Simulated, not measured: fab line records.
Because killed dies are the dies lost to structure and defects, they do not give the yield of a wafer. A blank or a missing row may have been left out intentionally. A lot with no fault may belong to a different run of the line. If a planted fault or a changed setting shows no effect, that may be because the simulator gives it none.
Chamber matching | flow n5_finfet | N5_BEOL_M12_ILD_DEP_00 on pecvd-01: 3 sister chambers
The step deposits SiOC from DEMS/O2, target thk 658.92 nm, time 130.7 s. 3 wafers are shown with their chamber, then 9 later ones without.

== WAFERS, EACH WITH ITS CHAMBER ==
wafer  | chamber | throttle_valve_pct (%)
L081.6 | 2       | 11.9
L086.2 | 1       | 12.5
L086.6 | 0       | 12.6

== WAFERS WHOSE CHAMBER IS MISSING ==
wafer  | throttle_valve_pct (%)
L093.2 | 12.8
L093.3 | 12.5
L093.4 | 11.9
L096.4 | 12.8
L096.5 | 11.7
L096.6 | 12.3
L097.2 | 11.8
L097.4 | 12.0
L097.6 | 12.5

== EACH ONE'S CHAMBER ==
wafer  | from the rows above          | in truth
L093.2 | can't be placed: 0 or 1      | 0
L093.3 | can't be placed: 1 or 0      | 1
L093.4 | 2                            | 2
L096.4 | can't be placed: 0 or 1      | 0
L096.5 | 2                            | 2
L096.6 | can't be placed: 1 or 0 or 2 | 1
L097.2 | 2                            | 2
L097.4 | 2                            | 2
L097.6 | can't be placed: 1 or 0      | 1
Correct placement for 4 of the 9. Can't be placed from these rows: 5 (the true chamber is among the candidates in 5). Placed wrongly: 0.
How it was worked out, from the rows above alone: a wafer's distance from a chamber is the root of the sum, over the readings, of the square of ((its reading less the chamber's mean) divided by the reading's scatter). The wafer belongs to the nearest chamber; if the next one is less than 2 further off, it can't be placed. The mean given for a chamber averages the wafers shown for that chamber. The scatter (one wafer shown for each chamber): square how far every hidden wafer sits from the nearest shown wafer, average those squares and take the square root.
